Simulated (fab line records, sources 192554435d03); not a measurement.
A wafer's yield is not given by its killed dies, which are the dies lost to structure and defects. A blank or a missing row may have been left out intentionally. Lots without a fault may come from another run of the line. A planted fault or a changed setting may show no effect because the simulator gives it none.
Matching of chambers || flow n5 finfet || N5_FIN_CUT_ETCH_21 on rie diel-04: 4 sister chambers
The step etches SOC in N2/H2, target depth 219 nm, overetch 43.8 nm, time 523.5 s. 18 wafers are shown with their chamber, then 9 later ones without.

## WAFERS, EACH WITH ITS CHAMBER
{"wafer": "L075.1", "chamber": 3, "showerhead plenum p Torr (Torr)": 2.43, "throttle valve pct (%)": 17.80, "drypump motor current A (A)": 6.5}
{"wafer": "L075.4", "chamber": 0, "showerhead plenum p Torr (Torr)": 2.63, "throttle valve pct (%)": 17.92, "drypump motor current A (A)": 5.8}
{"wafer": "L075.5", "chamber": 0, "showerhead plenum p Torr (Torr)": 2.63, "throttle valve pct (%)": 17.91, "drypump motor current A (A)": 5.8}
{"wafer": "L083.2", "chamber": 1, "showerhead plenum p Torr (Torr)": 2.48, "throttle valve pct (%)": 17.49, "drypump motor current A (A)": 5.7}
{"wafer": "L083.5", "chamber": 0, "showerhead plenum p Torr (Torr)": 2.62, "throttle valve pct (%)": 17.92, "drypump motor current A (A)": 5.8}
{"wafer": "L083.6", "chamber": 1, "showerhead plenum p Torr (Torr)": 2.48, "throttle valve pct (%)": 17.49, "drypump motor current A (A)": 5.7}
{"wafer": "L084.2", "chamber": 2, "showerhead plenum p Torr (Torr)": 2.62, "throttle valve pct (%)": 17.95, "drypump motor current A (A)": 5.8}
{"wafer": "L084.3", "chamber": 3, "showerhead plenum p Torr (Torr)": 2.42, "throttle valve pct (%)": 17.84, "drypump motor current A (A)": 6.5}
{"wafer": "L084.6", "chamber": 3, "showerhead plenum p Torr (Torr)": 2.42, "throttle valve pct (%)": 17.83, "drypump motor current A (A)": 6.5}
{"wafer": "L085.1", "chamber": 3, "showerhead plenum p Torr (Torr)": 2.42, "throttle valve pct (%)": 17.83, "drypump motor current A (A)": 6.4}
{"wafer": "L085.5", "chamber": 1, "showerhead plenum p Torr (Torr)": 2.48, "throttle valve pct (%)": 17.50, "drypump motor current A (A)": 5.8}
{"wafer": "L085.6", "chamber": 0, "showerhead plenum p Torr (Torr)": 2.62, "throttle valve pct (%)": 17.96, "drypump motor current A (A)": 5.8}
{"wafer": "L088.2", "chamber": 3, "showerhead plenum p Torr (Torr)": 2.42, "throttle valve pct (%)": 17.84, "drypump motor current A (A)": 6.5}
{"wafer": "L088.3", "chamber": 2, "showerhead plenum p Torr (Torr)": 2.62, "throttle valve pct (%)": 17.95, "drypump motor current A (A)": 5.8}
{"wafer": "L088.5", "chamber": 0, "showerhead plenum p Torr (Torr)": 2.62, "throttle valve pct (%)": 17.96, "drypump motor current A (A)": 5.8}
{"wafer": "L089.1", "chamber": 3, "showerhead plenum p Torr (Torr)": 2.42, "throttle valve pct (%)": 17.83, "drypump motor current A (A)": 6.5}
{"wafer": "L089.2", "chamber": 0, "showerhead plenum p Torr (Torr)": 2.62, "throttle valve pct (%)": 17.96, "drypump motor current A (A)": 5.8}
{"wafer": "L089.5", "chamber": 2, "showerhead plenum p Torr (Torr)": 2.62, "throttle valve pct (%)": 17.94, "drypump motor current A (A)": 5.8}

SIGNATURES, as means of the wafers listed above
{"reading": "showerhead plenum p Torr", "chamber 0": 2.6233, "chamber 1": 2.4800, "chamber 2": 2.6200, "chamber 3": 2.4217, "scatter within a chamber": 0.00393}
{"reading": "throttle valve pct", "chamber 0": 17.9383, "chamber 1": 17.4933, "chamber 2": 17.9467, "chamber 3": 17.8283, "scatter within a chamber": 0.0171}
{"reading": "drypump motor current A", "chamber 0": 5.800, "chamber 1": 5.733, "chamber 2": 5.800, "chamber 3": 6.483, "scatter within a chamber": 0.0327}
Rule: for a wafer and a chamber, the distance is found by dividing, reading by reading, the gap between the wafer's reading and the chamber's mean by the reading's scatter, squaring, summing and taking the root. If the next closest chamber is less than 2 further off than the closest, the wafer can't be placed; otherwise it belongs to the closest. How the scatter is found: for the shown wafers, subtract from each reading the mean of its chamber, square and add these, divide the total by (wafers less chambers), then take the root.

## WAFERS MISSING THEIR CHAMBER
{"wafer": "L093.1", "showerhead plenum p Torr (Torr)": 2.41, "throttle valve pct (%)": 17.84, "drypump motor current A (A)": 6.5}
{"wafer": "L093.3", "showerhead plenum p Torr (Torr)": 2.48, "throttle valve pct (%)": 17.51, "drypump motor current A (A)": 5.7}
{"wafer": "L093.6", "showerhead plenum p Torr (Torr)": 2.48, "throttle valve pct (%)": 17.53, "drypump motor current A (A)": 5.7}
{"wafer": "L094.2", "showerhead plenum p Torr (Torr)": 2.61, "throttle valve pct (%)": 17.97, "drypump motor current A (A)": 5.8}
{"wafer": "L094.3", "showerhead plenum p Torr (Torr)": 2.48, "throttle valve pct (%)": 17.50, "drypump motor current A (A)": 5.7}
{"wafer": "L094.5", "showerhead plenum p Torr (Torr)": 2.61, "throttle valve pct (%)": 17.98, "drypump motor current A (A)": 5.8}
{"wafer": "L097.1", "showerhead plenum p Torr (Torr)": 2.41, "throttle valve pct (%)": 17.85, "drypump motor current A (A)": 6.5}
{"wafer": "L097.2", "showerhead plenum p Torr (Torr)": 2.48, "throttle valve pct (%)": 17.53, "drypump motor current A (A)": 5.8}
{"wafer": "L097.3", "showerhead plenum p Torr (Torr)": 2.61, "throttle valve pct (%)": 17.96, "drypump motor current A (A)": 5.8}

## CHAMBER TAKEN BY EACH
{"wafer": "L093.1", "from the rows above": 3, "in truth": 3}
{"wafer": "L093.3", "from the rows above": 1, "in truth": 1}
{"wafer": "L093.6", "from the rows above": 1, "in truth": 1}
{"wafer": "L094.2", "from the rows above": "can't be placed: 2 or 0", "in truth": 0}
{"wafer": "L094.3", "from the rows above": 1, "in truth": 1}
{"wafer": "L094.5", "from the rows above": "can't be placed: 2 or 0", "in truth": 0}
{"wafer": "L097.1", "from the rows above": 3, "in truth": 3}
{"wafer": "L097.2", "from the rows above": 1, "in truth": 1}
{"wafer": "L097.3", "from the rows above": "can't be placed: 2 or 0", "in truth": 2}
Correctly placed: 6 of 9. These rows do not allow placing 3 (true chamber among the candidates in 3). Placed wrongly: 0.
